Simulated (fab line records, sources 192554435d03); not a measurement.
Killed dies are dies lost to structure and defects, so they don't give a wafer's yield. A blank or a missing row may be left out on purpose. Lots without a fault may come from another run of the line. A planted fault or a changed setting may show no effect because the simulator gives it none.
fab line records | flow n5_finfet
record lots=24 wafers=72 last_day=19
route steps=1938 shown BEOL_M6@1248 BEOL_M7@1277
lots that met no fault: from a run of the same line without faults
start_h: hours from the record's first day to the start of the lot's first wafer shown | wait_h: hours since the lot's step before | " the same as in the row above | L1.1+2: a row that stands for several wafers | - no value, or no start given | * or withheld: withheld | < > ~ a bound
route shown NAME@n: a module of which the file shows steps, and the number in the route of the first | usual: mean/standard deviation of fault-free wafers | same: alike in all rows | chamber/n: place in a boat | sites: the reading at each site | _std_site: their standard deviation | _edge_site: outer sites' mean less inner sites' | radius_mm: how far each site lies from the wafer's centre | mask NAME#n: copy n | behind: the tool/chamber that last shaped the wafer | hold: why the lot was held/for how many hours/how that ended | device: the transistor (n, p or np) that didn't switch | end of line: the same wafers' tests at the end of the route | a step without rows: its recipe alone | killed: dies lost to structure and defects at the first sort, not the wafer's yield | map: a wafer's dies, x killed, . not, _ none there
set.NAME: the setting as run; set.NAME@STEP: as run at that earlier step | model.NAME: the simulator's own value behind a step, which no gauge read
steps of the route over a sample of lots; a table a step, a row a wafer
services: from which hour (start_h, from the record's first day; less than 0 if before it) a tool's chamber was out of use, for how many hours, and why
## steps
# step N5_BEOL_M6_CURE_75
# recipe temp_c=370 time_s=120 ambient=DMADMS/He material=SiCOH_lowk
# usual lamp_power_pct=52.32/0.053 wafer_temp_C_max=372.0/0.57
# columns lot.wafer tool chamber start_h wait_h lamp_power_pct wafer_temp_C_max
L074.2 uv_cure-01 0 214.85 0.1 52.34 371.4
L074.3 " 0 " " 52.30 371.3
L074.5 " 0 " " 52.34 371.7
L075.2 uv_cure-03 2 218.72 0.1 52.30 373.2
L075.4 " 2 " " 52.37 372.4
L075.6 " 2 " " 52.28 373.2
L077.2 uv_cure-03 2 225.13 0.1 52.39 372.8
L077.4 " 2 " " 52.35 372.9
L077.6 " 2 " " 52.28 373.1
L078.2 uv_cure-03 2 240.78 0.1 52.34 372.6
L078.3 " 2 " " 52.40 372.6
L078.5 " 2 " " 52.29 372.4
L076.1 uv_cure-01 0 241.11 0.0 52.33 372.1
L076.2 " 0 " " 52.33 372.6
L076.5 " 0 " " 52.33 371.7
L079.1 uv_cure-02 0 245.49 0.0 52.29 372.0
L079.2 " 0 " " 52.28 372.2
L079.4 " 0 " " 52.34 371.8
L080.3 uv_cure-02 0 249.87 0.1 52.30 371.8
L080.5 " 0 " " 52.27 371.5
L080.6 " 0 " " 52.41 371.3
L081.2 uv_cure-03 2 253.27 0.1 52.28 371.2
L081.3 " 2 " " 52.34 372.5
L081.5 " 2 " " 52.27 372.4
L082.1 uv_cure-02 2 262.91 0.4 52.31 372.8
L082.3 " 2 " " 52.42 371.5
L082.4 " 2 " " 52.25 371.7
L083.1 uv_cure-03 0 268.81 0.0 52.30 372.0
L083.3 " 0 " " 52.30 371.4
L083.5 " 0 " " 52.38 371.8
L084.2 uv_cure-02 0 276.32 0.1 52.32 372.2
L084.4 " 0 " " 52.36 371.4
L084.6 " 0 " " 52.40 372.1
L086.1 uv_cure-03 0 276.99 0.1 52.40 372.3
L086.3 " 0 " " 52.37 371.9
L086.4 " 0 " " 52.26 371.3
L085.1 uv_cure-02 2 289.50 0.0 52.23 371.6
L085.4 " 2 " " 52.35 371.4
L085.5 " 2 " " 52.35 371.2
L087.1 uv_cure-03 1 291.50 0.0 52.25 371.3
L087.2 " 1 " " 52.26 371.1
L087.5 " 1 " " 52.36 372.2
L088.2 uv_cure-02 1 296.48 0.2 52.24 372.2
L088.3 " 1 " " 52.30 371.9
L088.5 " 1 " " 52.40 373.6
L089.2 uv_cure-03 2 301.75 0.1 52.34 372.8
L089.3 " 2 " " 52.43 372.1
L089.4 " 2 " " 52.35 372.2
L090.1 uv_cure-03 2 311.08 0.1 52.23 371.6
L090.3 " 2 " " 52.36 372.6
L090.6 " 2 " " 52.37 372.0
L091.2 uv_cure-03 0 319.37 0.4 52.36 371.5
L091.5 " 0 " " 52.34 371.7
L091.6 " 0 " " 52.31 371.7
L092.1 uv_cure-03 1 323.66 0.0 52.24 371.4
L092.5 " 1 " " 52.20 371.4
L092.6 " 1 " " 52.33 371.1
L093.2 uv_cure-02 2 328.44 0.1 52.37 371.9
L093.4 " 2 " " 52.37 371.4
L093.6 " 2 " " 52.21 371.4
L094.2 uv_cure-02 1 331.77 0.1 52.30 372.3
L094.5 " 1 " " 52.20 372.7
L094.6 " 1 " " 52.36 371.5
L095.2 uv_cure-02 2 336.41 0.1 52.35 371.9
L095.5 " 2 " " 52.26 371.9
L095.6 " 2 " " 52.35 371.6
L096.1 uv_cure-01 0 346.50 0.2 52.29 371.5
L096.3 " 0 " " 52.31 371.5
L096.4 " 0 " " 52.27 371.9
L097.2 uv_cure-01 1 363.09 0.3 52.34 372.4
L097.3 " 1 " " 52.32 373.7
L097.5 " 1 " " 52.36 372.8
# step N5_BEOL_M6_PRE_CLEAN_45
# recipe gas=H2/He time_s=30 temp_c=250
# usual heater_power_w=325/17
# columns lot.wafer tool chamber start_h wait_h heater_power_w
L074.2 pvd_sputter-03 - 216.03 0.0 323
L074.3 " - " " 336
L074.5 " - " " 328
L075.2 pvd_sputter-02 - 219.10 0.0 321
L075.4 " - " " 335
L075.6 " - " " 326
L077.2 pvd_sputter-02 - 225.68 0.0 323
L077.4 " - " " 323
L077.6 " - " " 308
L078.2 pvd_sputter-01 - 241.12 0.0 340
L078.3 " - " " 318
L078.5 " - " " 316
L076.1 pvd_sputter-01 - 241.92 0.0 287
L076.2 " - " " 312
L076.5 " - " " 285
L079.1 pvd_sputter-02 - 246.13 0.0 337
L079.2 " - " " 320
L079.4 " - " " 318
L080.3 pvd_sputter-02 - 250.19 0.0 353
L080.5 " - " " 330
L080.6 " - " " 352
L081.2 pvd_sputter-03 - 253.59 0.0 339
L081.3 " - " " 332
L081.5 " - " " 329
L082.1 pvd_sputter-02 - 263.66 0.0 350
L082.3 " - " " 319
L082.4 " - " " 323
L083.1 pvd_sputter-02 - 269.61 0.0 313
L083.3 " - " " 345
L083.5 " - " " 313
L084.2 pvd_sputter-02 - 276.91 0.0 313
L084.4 " - " " 331
L084.6 " - " " 316
L086.1 pvd_sputter-02 - 279.22 0.0 355
L086.3 " - " " 331
L086.4 " - " " 302
L085.1 pvd_sputter-01 - 290.18 0.0 331
L085.4 " - " " 336
L085.5 " - " " 337
L087.1 pvd_sputter-02 - 292.14 0.0 339
L087.2 " - " " 321
L087.5 " - " " 337
L088.2 pvd_sputter-01 - 296.84 0.0 338
L088.3 " - " " 310
L088.5 " - " " 329
L089.2 pvd_sputter-01 - 302.27 0.0 332
L089.3 " - " " 346
L089.4 " - " " 283
L090.1 pvd_sputter-01 - 311.92 0.0 325
L090.3 " - " " 337
L090.6 " - " " 315
L091.2 pvd_sputter-01 - 319.95 0.0 338
L091.5 " - " " 337
L091.6 " - " " 282
L092.1 pvd_sputter-01 - 324.33 0.0 311
L092.5 " - " " 316
L092.6 " - " " 342
L093.2 pvd_sputter-02 - 328.90 0.0 331
L093.4 " - " " 326
L093.6 " - " " 327
L094.2 pvd_sputter-02 - 332.08 0.0 332
L094.5 " - " " 323
L094.6 " - " " 320
L095.2 pvd_sputter-02 - 337.89 0.0 324
L095.5 " - " " 330
L095.6 " - " " 331
L096.1 pvd_sputter-02 - 347.15 0.0 309
L096.3 " - " " 353
L096.4 " - " " 316
L097.2 pvd_sputter-03 - 363.61 0.0 328
L097.3 " - " " 339
L097.5 " - " " 343
# step N5_BEOL_M7_OVL_MEAS_12
# recipe points_per_wafer=44
# usual M7_OVL=-0.1/0.74
# columns lot.wafer tool chamber start_h wait_h M7_OVL[nm]
L074.2 overlay-02 0 219.23 0.0 -1.2
L074.3 " 0 " " 0.2
L074.5 " 0 " " 1.1
L075.2 overlay-02 0 225.18 0.0 -0.3
L075.4 " 0 " " 0.6
L075.6 " 0 " " 0.3
L077.2 overlay-02 0 230.34 0.0 -0.3
L077.4 " 0 " " 0.8
L077.6 " 0 " " 0.2
L078.2 overlay-02 0 245.70 0.0 -0.5
L078.3 " 0 " " 0.3
L078.5 " 0 " " -0.2
L076.1 overlay-02 0 245.91 0.0 1.4
L076.2 " 0 " " 0.9
L076.5 " 0 " " -0.1
L079.1 overlay-02 0 251.21 0.0 0.4
L079.2 " 0 " " 0.4
L079.4 " 0 " " 0.6
L080.3 overlay-02 0 254.51 0.0 -0.2
L080.5 " 0 " " 0.5
L080.6 " 0 " " -0.8
L081.2 overlay-02 0 258.75 0.0 -0.5
L081.3 " 0 " " 0.4
L081.5 " 0 " " 0.4
L082.1 overlay-02 0 269.60 0.0 1.1
L082.3 " 0 " " -0.2
L082.4 " 0 " " -1.0
L083.1 overlay-01 0 275.13 0.0 -0.7
L083.3 " 0 " " -0.7
L083.5 " 0 " " -0.2
L084.2 overlay-02 0 282.21 0.0 -0.5
L084.4 " 0 " " -0.4
L084.6 " 0 " " -1.1
L086.1 overlay-01 0 286.06 0.0 1.7
L086.3 " 0 " " 1.5
L086.4 " 0 " " -0.1
L085.1 overlay-01 0 296.09 0.0 -0.2
L085.4 " 0 " " -0.9
L085.5 " 0 " " -1.0
L087.1 overlay-01 0 296.39 0.0 0.2
L087.2 " 0 " " 1.1
L087.5 " 0 " " 1.4
L088.2 overlay-01 0 302.56 0.0 2.0
L088.3 " 0 " " 0.6
L088.5 " 0 " " 0.1
L089.2 overlay-02 0 307.22 0.0 -0.6
L089.3 " 0 " " -0.3
L089.4 " 0 " " -0.2
L090.1 overlay-01 0 317.07 0.0 1.6
L090.3 " 0 " " 0.5
L090.6 " 0 " " -0.4
L091.2 overlay-01 0 324.22 0.0 -1.5
L091.5 " 0 " " -0.3
L091.6 " 0 " " -0.3
L092.1 overlay-01 0 329.10 0.0 -1.1
L092.5 " 0 " " -1.4
L092.6 " 0 " " -1.2
L093.2 overlay-02 0 332.42 0.0 0.1
L093.4 " 0 " " 0.1
L093.6 " 0 " " -0.1
L094.2 overlay-02 0 335.46 0.0 0.3
L094.5 " 0 " " -1.1
L094.6 " 0 " " 0.2
L095.2 overlay-02 0 341.81 0.0 -1.0
L095.5 " 0 " " -0.3
L095.6 " 0 " " -0.8
L096.1 overlay-01 0 351.27 0.0 -0.9
L096.3 " 0 " " -0.8
L096.4 " 0 " " -0.2
L097.2 overlay-02 0 369.18 0.0 -0.9
L097.3 " 0 " " -0.9
L097.5 " 0 " " -1.5
# step N5_BEOL_M7_INSPECT_13
# recipe mode=adi inspect_instrument=brightfield
# usual raw_defect_count=403/99
# columns lot.wafer tool chamber start_h wait_h raw_defect_count
L074.2 defect_inspect-01 - 219.25 0.0 354
L074.3 " - " " 387
L074.5 " - " " 291
L075.2 defect_inspect-02 - 225.20 0.0 543
L075.4 " - " " 573
L075.6 " - " " 492
L077.2 defect_inspect-02 - 230.36 0.0 398
L077.4 " - " " 379
L077.6 " - " " 583
L078.2 defect_inspect-01 - 245.73 0.0 351
L078.3 " - " " 345
L078.5 " - " " 416
L076.1 defect_inspect-02 - 245.94 0.0 379
L076.2 " - " " 359
L076.5 " - " " 361
L079.1 defect_inspect-02 - 251.23 0.0 303
L079.2 " - " " 307
L079.4 " - " " 412
L080.3 defect_inspect-02 - 254.54 0.0 425
L080.5 " - " " 428
L080.6 " - " " 345
L081.2 defect_inspect-01 - 258.78 0.0 486
L081.3 " - " " 404
L081.5 " - " " 477
L082.1 defect_inspect-02 - 269.63 0.0 490
L082.3 " - " " 512
L082.4 " - " " 374
L083.1 defect_inspect-01 - 275.15 0.0 375
L083.3 " - " " 411
L083.5 " - " " 342
L084.2 defect_inspect-02 - 282.23 0.0 506
L084.4 " - " " 581
L084.6 " - " " 415
L086.1 defect_inspect-01 - 286.09 0.0 304
L086.3 " - " " 282
L086.4 " - " " 370
L085.1 defect_inspect-02 - 296.12 0.0 457
L085.4 " - " " 441
L085.5 " - " " 513
L087.1 defect_inspect-01 - 296.42 0.0 283
L087.2 " - " " 383
L087.5 " - " " 290
L088.2 defect_inspect-01 - 302.59 0.0 288
L088.3 " - " " 343
L088.5 " - " " 334
L089.2 defect_inspect-01 - 307.25 0.0 289
L089.3 " - " " 271
L089.4 " - " " 322
L090.1 defect_inspect-01 - 317.10 0.0 258
L090.3 " - " " 181
L090.6 " - " " 233
L091.2 defect_inspect-02 - 324.24 0.0 368
L091.5 " - " " 445
L091.6 " - " " 278
L092.1 defect_inspect-02 - 329.12 0.0 407
L092.5 " - " " 356
L092.6 " - " " 305
L093.2 defect_inspect-02 - 332.45 0.0 455
L093.4 " - " " 387
L093.6 " - " " 384
L094.2 defect_inspect-02 - 335.49 0.0 403
L094.5 " - " " 308
L094.6 " - " " 272
L095.2 defect_inspect-02 - 341.83 0.0 401
L095.5 " - " " 446
L095.6 " - " " 432
L096.1 defect_inspect-02 - 351.29 0.0 441
L096.3 " - " " 354
L096.4 " - " " 403
L097.2 defect_inspect-02 - 369.21 0.0 539
L097.3 " - " " 333
L097.5 " - " " 498
# step N5_BEOL_M7_ETCH_61
# recipe chemistry=CF4 target=SiARC target_depth_a=455 mask_material=CAR-ArF time_s=75.8 ion_energy_ev=80 pressure_mtorr=40 source_w=545 bias_w=36 Ar_flow_sccm=100 cf4_flow_sccm=100 ends=cleared
# usual drypump_motor_current_A=5.7/0.62 etch_rf_on_time_s=75.6/1.2 oes_product_au=0.68/0.061 rf_vpp_V=184.1/1.1 showerhead_plenum_p_Torr=2.14/0.066 throttle_valve_pct=15.59/0.2
# columns lot.wafer tool chamber start_h wait_h drypump_motor_current_A etch_rf_on_time_s oes_product_au rf_hours_counter_h rf_vpp_V showerhead_plenum_p_Torr throttle_valve_pct
L074.2 rie_diel-01 0 219.32 0.0 5.4 75.3 0.71 78 183.8 2.17 15.48
L074.3 " 2 " " 4.9 75.1 0.64 156 182.9 2.06 15.66
L074.5 " 2 " " 4.9 74.7 0.65 - 183.0 2.06 15.66
L075.2 rie_diel-04 1 225.65 0.0 5.9 73.8 0.65 162 185.6 2.23 15.73
L075.4 " 2 " " 6.2 75.8 0.65 147 184.5 2.07 15.81
L075.6 " 3 " " 5.9 75.0 0.75 - 185.1 2.18 15.40
L077.2 rie_diel-06 0 230.85 0.0 6.2 74.0 0.77 40 185.0 2.18 15.35
L077.4 " 2 " " 6.6 74.2 0.78 22 185.5 2.19 15.57
L077.6 " 0 " " 6.2 74.9 0.75 - 186.4 2.18 15.34
L078.2 rie_diel-04 2 245.79 0.0 6.2 75.8 0.64 148 183.8 2.07 15.79
L078.3 " 1 " " 5.9 73.7 0.65 164 185.0 2.23 15.73
L078.5 " 3 " " 5.8 75.0 0.75 - 186.3 2.18 15.40
L076.1 rie_diel-04 1 246.05 0.0 5.9 73.8 0.65 164 184.1 2.22 15.74
L076.2 " 3 " " 5.8 75.1 0.75 46 184.1 2.18 15.41
L076.5 " 1 " " 5.9 74.6 0.64 - 185.8 2.22 15.73
L079.1 rie_diel-06 0 251.57 0.0 6.3 74.6 0.75 48 184.3 2.18 15.37
L079.2 " 2 " " 6.6 74.4 0.77 30 185.8 2.18 15.59
L079.4 " 3 " " 5.1 78.0 0.59 224 182.7 2.03 15.99
L080.3 rie_diel-04 1 254.60 0.0 5.9 74.7 0.64 167 184.8 2.22 15.74
L080.5 " 1 " " 5.9 75.1 0.64 - 185.0 2.22 15.73
L080.6 " 2 " " 6.2 76.9 0.63 - 183.0 2.07 15.80
L081.2 rie_diel-01 1 258.85 0.0 6.8 76.1 0.68 104 186.4 2.16 15.52
L081.3 " 3 " " 5.4 74.8 0.75 28 184.3 2.10 15.24
L081.5 " 0 " " 5.5 76.2 0.69 - 183.5 2.16 15.50
L082.1 rie_diel-04 3 269.75 0.0 5.8 75.6 0.73 54 183.9 2.17 15.43
L082.3 " 0 " " 5.3 75.8 0.77 40 185.7 2.26 15.36
L082.4 " 2 " " 6.2 76.2 0.64 156 183.8 2.07 15.81
L083.1 rie_diel-04 0 275.22 0.0 5.3 76.0 0.77 41 186.3 2.26 15.38
L083.3 " 3 " " 5.9 75.5 0.74 54 184.5 2.17 15.40
L083.5 " 2 " " 6.2 77.1 0.63 - 183.0 2.07 15.82
L084.2 rie_diel-06 0 282.30 0.0 6.3 75.7 0.73 58 184.7 2.18 15.38
L084.4 " 3 " " 5.1 78.0 0.59 234 183.1 2.03 16.03
L084.6 " 3 " " 5.1 79.1 0.59 - 182.9 2.03 16.02
L086.1 rie_diel-01 1 286.16 0.0 6.8 76.2 0.66 113 185.2 2.16 15.55
L086.3 " 0 " " 5.4 76.3 0.68 104 182.5 2.16 15.51
L086.4 " 2 " " 4.9 75.8 0.63 175 182.6 2.05 15.70
L085.1 rie_diel-01 2 296.18 0.0 4.9 74.6 0.63 178 183.7 2.05 15.69
L085.4 " 3 " " 5.4 73.5 0.74 36 183.5 2.10 15.26
L085.5 " 1 " " 6.9 75.2 0.66 - 183.4 2.15 15.56
L087.1 rie_diel-01 1 296.48 0.0 6.8 75.7 0.67 117 183.7 2.15 15.55
L087.2 " 0 " " 5.4 74.8 0.68 107 184.2 2.16 15.52
L087.5 " 2 " " 4.8 75.7 0.62 - 183.2 2.05 15.70
L088.2 rie_diel-04 3 302.65 0.0 5.9 75.3 0.73 62 185.8 2.17 15.45
L088.3 " 0 " " 5.3 75.9 0.75 50 184.9 2.26 15.38
L088.5 " 0 " " 5.3 75.5 0.76 - 185.9 2.26 15.38
L089.2 rie_diel-06 1 307.31 0.0 4.9 76.4 0.60 235 185.4 2.11 15.73
L089.3 " 0 " " 6.2 73.9 0.73 65 184.0 2.18 15.40
L089.4 " 3 " " 5.1 76.6 0.59 241 181.0 2.02 16.04
L090.1 rie_diel-06 0 317.17 0.0 6.3 75.4 0.71 68 184.8 2.17 15.42
L090.3 " 3 " " 5.1 78.2 0.59 245 183.5 2.02 16.05
L090.6 " 2 " " 6.6 74.1 0.74 - 183.3 2.18 15.63
L091.2 rie_diel-06 0 324.31 0.0 6.3 74.9 0.72 71 185.2 2.17 15.40
L091.5 " 0 " " 6.2 74.9 0.72 - 183.7 2.17 15.41
L091.6 " 1 " " 4.9 78.1 0.60 - 184.4 2.11 15.73
L092.1 rie_diel-06 0 329.19 0.0 6.3 74.7 0.72 72 186.1 2.17 15.43
L092.5 " 2 " " 6.6 73.5 0.74 - 185.1 2.18 15.63
L092.6 " 1 " " 4.9 77.7 0.59 - 183.7 2.11 15.75
L093.2 rie_diel-04 1 332.69 0.0 5.9 74.5 0.63 190 184.1 2.22 15.78
L093.4 " 2 " " 6.2 76.9 0.62 174 182.5 2.06 15.86
L093.6 " 3 " " 5.8 75.3 0.72 - 184.5 2.17 15.46
L094.2 rie_diel-06 2 335.56 0.0 6.6 74.6 0.73 55 183.7 2.18 15.64
L094.5 " 0 " " 6.2 74.6 0.72 - 184.7 2.17 15.43
L094.6 " 2 " " 6.6 73.9 0.73 - 184.6 2.18 15.63
L095.2 rie_diel-01 1 341.99 0.0 6.8 75.6 0.66 132 184.7 2.15 15.57
L095.5 " 2 " " 4.9 76.9 0.61 - 184.0 2.05 15.73
L095.6 " 1 " " 6.8 75.3 0.66 - 184.0 2.15 15.56
L096.1 rie_diel-01 2 351.37 0.0 4.9 76.7 0.61 196 183.4 2.05 15.73
L096.3 " 3 " " 5.4 75.3 0.71 53 183.1 2.10 15.30
L096.4 " 1 " " 6.7 76.6 0.65 134 182.5 2.15 15.57
L097.2 rie_diel-01 3 369.28 0.0 5.4 75.3 0.71 58 184.3 2.09 15.32
L097.3 " 2 " " 4.9 76.8 0.61 202 182.7 2.05 15.74
L097.5 " 0 " " 5.5 76.4 0.66 - 183.2 2.15 15.56
# step N5_BEOL_M7_ETCH_65
# recipe chemistry=CF4 target=SiARC target_depth_a=156 mask_material=CAR-EUV time_s=26 ion_energy_ev=80 pressure_mtorr=40 source_w=545 bias_w=36 Ar_flow_sccm=100 cf4_flow_sccm=100 ends=cleared
# usual drypump_motor_current_A=5.8/0.62 etch_rf_on_time_s=26.0/0.42 oes_product_au=0.68/0.063 rf_vpp_V=184.0/1.1 showerhead_plenum_p_Torr=2.15/0.067 throttle_valve_pct=15.61/0.21
# columns lot.wafer tool chamber start_h wait_h drypump_motor_current_A etch_rf_on_time_s oes_product_au rf_hours_counter_h rf_vpp_V showerhead_plenum_p_Torr throttle_valve_pct
L074.2 rie_diel-01 1 220.97 0.0 6.8 26.0 0.69 89 183.5 2.16 15.49
L074.3 " 3 " " 5.4 25.3 0.78 15 184.0 2.11 15.21
L074.5 " 1 " " 6.8 26.1 0.68 - 184.9 2.16 15.49
L075.2 rie_diel-06 2 229.43 0.0 6.6 25.4 0.80 22 185.1 2.19 15.55
L075.4 " 3 " " 5.1 26.5 0.59 216 184.1 2.03 15.99
L075.6 " 0 " " 6.3 25.6 0.76 - 184.0 2.18 15.35
L077.2 rie_diel-06 1 236.04 0.0 5.0 26.8 0.61 218 184.8 2.12 15.70
L077.4 " 0 " " 6.3 25.7 0.75 42 185.6 2.18 15.35
L077.6 " 2 " " 6.6 25.4 0.78 - 186.2 2.19 15.57
L078.2 rie_diel-04 2 250.25 0.0 6.2 26.2 0.64 150 183.1 2.07 15.82
L078.3 " 3 " " 5.8 26.0 0.73 48 183.9 2.18 15.39
L078.5 " 3 " " 5.8 26.0 0.73 - 184.3 2.18 15.40
L076.1 rie_diel-01 3 250.33 0.0 5.4 25.7 0.75 25 183.0 2.11 15.26
L076.2 " 1 " " 6.8 26.2 0.68 101 184.4 2.16 15.53
L076.5 " 0 " " 5.4 26.1 0.70 - 185.4 2.17 15.48
L079.1 rie_diel-04 3 252.52 0.0 5.8 25.6 0.75 49 183.1 2.17 15.42
L079.2 " 0 " " 5.3 25.8 0.78 35 186.0 2.27 15.35
L079.4 " 2 " " 6.2 26.2 0.63 151 184.2 2.07 15.79
L080.3 rie_diel-01 0 255.78 0.0 5.5 25.9 0.69 93 185.2 2.16 15.49
L080.5 " 0 " " 5.4 26.1 0.69 - 183.7 2.16 15.48
L080.6 " 1 " " 6.8 26.1 0.68 - 183.9 2.16 15.51
L081.2 rie_diel-06 3 261.80 0.0 5.1 26.7 0.59 227 182.0 2.03 16.03
L081.3 " 0 " " 6.2 25.4 0.74 51 183.5 2.18 15.38
L081.5 " 3 " " 5.1 26.7 0.60 - 183.2 2.03 16.02
L082.1 rie_diel-06 0 273.89 0.0 6.3 25.7 0.74 54 185.8 2.18 15.39
L082.3 " 2 " " 6.6 25.6 0.76 35 184.1 2.18 15.61
L082.4 " 3 " " 5.1 26.8 0.59 231 183.9 2.03 16.03
L083.1 rie_diel-04 3 276.13 0.0 5.9 25.8 0.73 55 184.9 2.17 15.42
L083.3 " 0 " " 5.3 25.9 0.77 42 185.1 2.26 15.37
L083.5 " 1 " " 5.9 25.5 0.64 - 185.0 2.22 15.74
L084.2 rie_diel-06 2 285.36 0.0 6.6 25.6 0.76 39 184.8 2.18 15.61
L084.4 " 3 " " 5.1 26.6 0.59 235 182.4 2.03 16.02
L084.6 " 3 " " 5.1 26.8 0.59 - 183.0 2.03 16.03
L086.1 rie_diel-04 2 288.50 0.0 6.2 26.1 0.63 160 184.4 2.07 15.83
L086.3 " 0 " " 5.3 26.0 0.76 44 184.3 2.26 15.37
L086.4 " 1 " " 5.9 25.4 0.63 176 184.9 2.22 15.75
L085.1 rie_diel-01 2 297.63 0.0 4.9 26.0 0.62 179 182.3 2.05 15.72
L085.4 " 0 " " 5.4 26.0 0.68 108 182.8 2.16 15.53
L085.5 " 1 " " 6.8 26.1 0.67 - 185.3 2.15 15.55
L087.1 rie_diel-06 2 297.78 0.0 6.6 25.5 0.75 43 184.6 2.18 15.62
L087.2 " 3 " " 5.1 26.6 0.58 239 181.9 2.03 16.03
L087.5 " 2 " " 6.6 25.3 0.75 - 183.7 2.18 15.61
L088.2 rie_diel-06 2 306.17 0.0 6.6 25.6 0.75 44 183.7 2.18 15.60
L088.3 " 3 " " 5.1 26.7 0.59 241 183.3 2.03 16.03
L088.5 " 2 " " 6.6 25.7 0.74 - 183.9 2.18 15.62
L089.2 rie_diel-01 1 309.93 0.0 6.7 26.0 0.66 121 184.0 2.15 15.56
L089.3 " 3 " " 5.4 25.4 0.73 40 183.3 2.10 15.27
L089.4 " 0 " " 5.4 25.9 0.68 111 185.2 2.16 15.52
L090.1 rie_diel-06 3 318.55 0.0 5.1 26.7 0.58 245 183.1 2.02 16.03
L090.3 " 0 " " 6.2 25.8 0.71 69 183.4 2.17 15.40
L090.6 " 1 " " 4.9 26.5 0.60 - 184.5 2.11 15.73
L091.2 rie_diel-04 0 328.54 0.0 5.4 26.0 0.74 57 186.2 2.26 15.42
L091.5 " 0 " " 5.4 26.0 0.75 - 185.4 2.26 15.40
L091.6 " 3 " " 5.9 26.1 0.72 - 185.7 2.17 15.46
L092.1 rie_diel-04 3 331.07 0.0 5.8 25.8 0.72 70 184.4 2.17 15.47
L092.5 " 3 " " 5.9 26.0 0.71 - 185.2 2.17 15.45
L092.6 " 0 " " 5.3 25.7 0.75 - 184.8 2.26 15.42
L093.2 rie_diel-01 2 335.01 0.0 4.9 26.2 0.61 191 182.6 2.05 15.73
L093.4 " 1 " " 6.8 25.9 0.66 129 183.3 2.15 15.57
L093.6 " 0 " " 5.4 26.1 0.67 - 183.4 2.16 15.54
L094.2 rie_diel-06 2 337.85 0.0 6.6 25.3 0.73 55 183.6 2.18 15.62
L094.5 " 2 " " 6.6 25.4 0.74 - 184.7 2.18 15.63
L094.6 " 0 " " 6.2 25.3 0.71 - 184.1 2.17 15.42
L095.2 rie_diel-04 3 345.63 0.0 5.8 26.0 0.71 74 185.5 2.17 15.47
L095.5 " 3 " " 5.8 25.8 0.71 - 183.5 2.17 15.46
L095.6 " 2 " " 6.2 26.2 0.62 - 182.6 2.06 15.84
L096.1 rie_diel-04 2 352.48 0.0 6.2 26.2 0.62 182 182.0 2.06 15.87
L096.3 " 0 " " 5.3 25.8 0.74 64 184.5 2.26 15.43
L096.4 " 1 " " 5.9 25.6 0.62 198 185.7 2.21 15.80
L097.2 rie_diel-06 0 370.93 0.0 6.2 25.7 0.71 90 185.7 2.17 15.46
L097.3 " 3 " " 5.1 25.5 0.82 6 186.4 2.27 15.56
L097.5 " 0 " " 6.2 25.6 0.70 - 185.1 2.17 15.46
## services
# columns tool chamber start_h hours kind
rie_diel-01 0 196.72 1.8 repair
rie_diel-01 1 196.83 5.2 repair
rie_diel-06 - 213.84 2.8 pm
uv_cure-01 - 220.60 2.1 pm
rie_diel-04 - 228.29 14.6 pm
rie_diel-01 2 247.70 9.1 repair
rie_diel-04 2 255.92 2.1 repair
rie_diel-01 3 261.33 9.2 repair
pvd_sputter-01 - 283.92 0.7 repair
uv_cure-02 - 291.28 1.2 repair
rie_diel-01 - 326.60 0.4 repair
uv_cure-03 - 331.52 1.0 pm
rie_diel-06 3 333.41 3.6 repair
rie_diel-06 3 337.04 - clean
rie_diel-06 3 337.04 - consumable_replace:focus_ring
rie_diel-06 3 337.04 - consumable_replace:showerhead
rie_diel-06 3 337.04 15.9 scheduled_down
rie_diel-06 3 337.04 15.9 vent_cycle
rie_diel-01 - 344.99 2.8 pm
uv_cure-03 - 345.35 7.5 pm
rie_diel-06 1 353.26 - clean
rie_diel-06 1 353.26 - consumable_replace:focus_ring
uv_cure-03 - 357.68 14.6 pm
pvd_sputter-02 - 359.51 2.0 repair
## key
fault none
